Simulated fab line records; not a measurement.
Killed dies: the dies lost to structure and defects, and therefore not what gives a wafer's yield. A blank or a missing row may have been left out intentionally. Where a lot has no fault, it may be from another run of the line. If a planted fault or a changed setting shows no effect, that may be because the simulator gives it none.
Matching of chambers    flow nandHarc    4 sister chambers for NHARC_P_M2_DESCUM_14 on rieDiel-09
The step chemistry O2, time 3 s. 14 wafers are shown with their chamber, then 7 later ones without.

== WAFERS PAIRED WITH THEIR CHAMBERS ==
wafer   chamber  drypumpMotorCurrentA (A)  oesProductAu (a.u.)  throttleValvePct (%)
L074.1  2        5.8                       1.002                11.319
L074.3  3        5.4                       1.013                11.289
L074.6  1        5.4                       1.019                11.308
L075.2  1        5.4                       1.012                11.302
L075.4  3        5.4                       1.005                11.303
L075.6  3        5.5                       1.005                11.298
L079.1  1        5.4                       1.013                11.307
L079.3  2        5.8                       1.021                11.307
L079.5  0        5.5                       1.037                11.295
L081.1  0        5.5                       1.019                11.308
L081.4  1        5.4                       1.013                11.296
L081.5  2        5.8                       1.006                11.312
L082.1  2        5.8                       1.003                11.311
L082.4  0        5.5                       1.009                11.329

SIGNATURES (means of the wafers above)
reading               chamber 0  chamber 1  chamber 2  chamber 3  scatter within a chamber
drypumpMotorCurrentA  5.500      5.400      5.800      5.433      0.0258
oesProductAu          1.02167    1.01425    1.00800    1.00767    0.00843
throttleValvePct      11.31067   11.30325   11.31225   11.29667   0.00925
Rule: for a wafer and a chamber, the distance is found by dividing, reading by reading, the gap between the wafer's reading and the chamber's mean by the reading's scatter, squaring, summing and taking the root. If the next closest chamber is less than 2 further off than the closest, the wafer can't be placed; otherwise it belongs to the closest. The scatter: take each reading less its chamber's mean, square it, sum over the shown wafers, divide by the number of wafers less the number of chambers, and take the root.

== WAFERS MISSING THEIR CHAMBER ==
wafer   drypumpMotorCurrentA (A)  oesProductAu (a.u.)  throttleValvePct (%)
L082.5  5.8                       1.003                11.304
L085.2  5.8                       1.022                11.300
L085.3  5.5                       1.018                11.307
L085.6  5.5                       1.009                11.311
L092.1  5.5                       0.993                11.315
L092.2  5.5                       1.022                11.324
L092.4  5.5                       1.003                11.293

== WHICH CHAMBER EACH WENT THROUGH ==
wafer   from the rows above           in truth
L082.5  2                             2
L085.2  2                             2
L085.3  0                             0
L085.6  can't be placed: 0 or 3       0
L092.1  can't be placed: 0 or 3 or 1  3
L092.2  0                             0
L092.4  can't be placed: 3 or 0 or 1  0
Correctly placed: 4 of 7. Not placeable from these rows: 3 (in 3, the candidates include the true chamber). Number placed wrongly: 0.
